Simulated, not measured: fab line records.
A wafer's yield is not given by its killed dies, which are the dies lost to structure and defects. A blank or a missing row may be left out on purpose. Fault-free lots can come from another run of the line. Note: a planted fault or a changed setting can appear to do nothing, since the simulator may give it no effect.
Matching of chambers -- flow n5Finfet -- 4 sister chambers for N5_SPACER0_ALD_07 on aldSin-02
The step deposits SiNx, target thk 2 nm. 8 wafers are shown with their chamber, then 8 later ones without.

## EACH WAFER AND ITS CHAMBER
wafer,chamber,heaterPowerW (W)
L077.5,3,758
L082.1,3,767
L082.3,1,914
L082.4,2,645
L084.3,0,1094
L084.5,1,905
L084.6,2,627
L088.1,0,1104

## WAFERS WITHOUT THEIR CHAMBER
wafer,heaterPowerW (W)
L088.2,892
L088.5,654
L089.2,763
L089.5,655
L089.6,912
L092.1,1062
L092.2,910
L092.5,897

## WHICH CHAMBER EACH WENT THROUGH
wafer,from the rows above,in truth
L088.2,1,1
L088.5,2,2
L089.2,3,3
L089.5,2,2
L089.6,1,1
L092.1,0,0
L092.2,1,1
L092.5,1,1
Correct placement for 8 of the 8. From these rows, 0 cannot be placed. 0 placed wrongly.
How it was worked out, from the rows above alone: a wafer's distance from a chamber is the root of the sum, over the readings, of the square of ((its reading less the chamber's mean) divided by the reading's scatter). The wafer belongs to the nearest chamber; if the next one is less than 2 further off, it can't be placed. For every chamber, the mean is computed from those of its wafers that are shown. The scatter: take each reading less its chamber's mean, square it, sum over the shown wafers, divide by the number of wafers less the number of chambers, and take the root.
